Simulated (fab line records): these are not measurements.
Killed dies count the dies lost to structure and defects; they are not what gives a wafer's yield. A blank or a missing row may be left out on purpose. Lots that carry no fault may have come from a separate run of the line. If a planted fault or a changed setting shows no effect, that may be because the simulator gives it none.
Matching of chambers / flow n5 finfet / N5_FIN_SAQP_ETCH_65 on rie si-03 has 4 sister chambers
The step etches SiO2 in CF4, target depth 4 nm, time 4.4 s. 4 wafers are shown with their chamber, then 7 later ones without.

## WAFERS PAIRED WITH THEIR CHAMBERS
wafer=L079.6; chamber=2; throttle valve pct (%)=21.81
wafer=L083.6; chamber=1; throttle valve pct (%)=21.55
wafer=L091.2; chamber=0; throttle valve pct (%)=21.77
wafer=L091.3; chamber=3; throttle valve pct (%)=21.83

## WAFERS WITHOUT THEIR CHAMBER
wafer=L091.6; throttle valve pct (%)=21.84
wafer=L092.2; throttle valve pct (%)=21.83
wafer=L092.3; throttle valve pct (%)=21.78
wafer=L092.4; throttle valve pct (%)=21.83
wafer=L093.1; throttle valve pct (%)=21.54
wafer=L093.3; throttle valve pct (%)=21.75
wafer=L093.6; throttle valve pct (%)=21.82

## WHICH CHAMBER EACH ONE RAN IN
wafer=L091.6; from the rows above=can't be placed: 3 or 2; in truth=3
wafer=L092.2; from the rows above=can't be placed: 3 or 2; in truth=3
wafer=L092.3; from the rows above=can't be placed: 0 or 2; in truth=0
wafer=L092.4; from the rows above=can't be placed: 3 or 2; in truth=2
wafer=L093.1; from the rows above=1; in truth=1
wafer=L093.3; from the rows above=0; in truth=0
wafer=L093.6; from the rows above=can't be placed: 3 or 2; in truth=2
Placed correctly: 2 of 7. Unplaceable from these rows: 5, with the true chamber sitting among the candidates in 5. Number placed wrongly: 0.
How it was worked out, from the rows above alone: a wafer's distance from a chamber is the root of the sum, over the readings, of the square of ((its reading less the chamber's mean) divided by the reading's scatter). The wafer belongs to the nearest chamber; if the next one is less than 2 further off, it can't be placed. For every chamber, the mean is computed from those of its wafers that are shown. The scatter: root of mean squared gap, hidden wafer to nearest shown wafer, with one shown wafer a chamber.
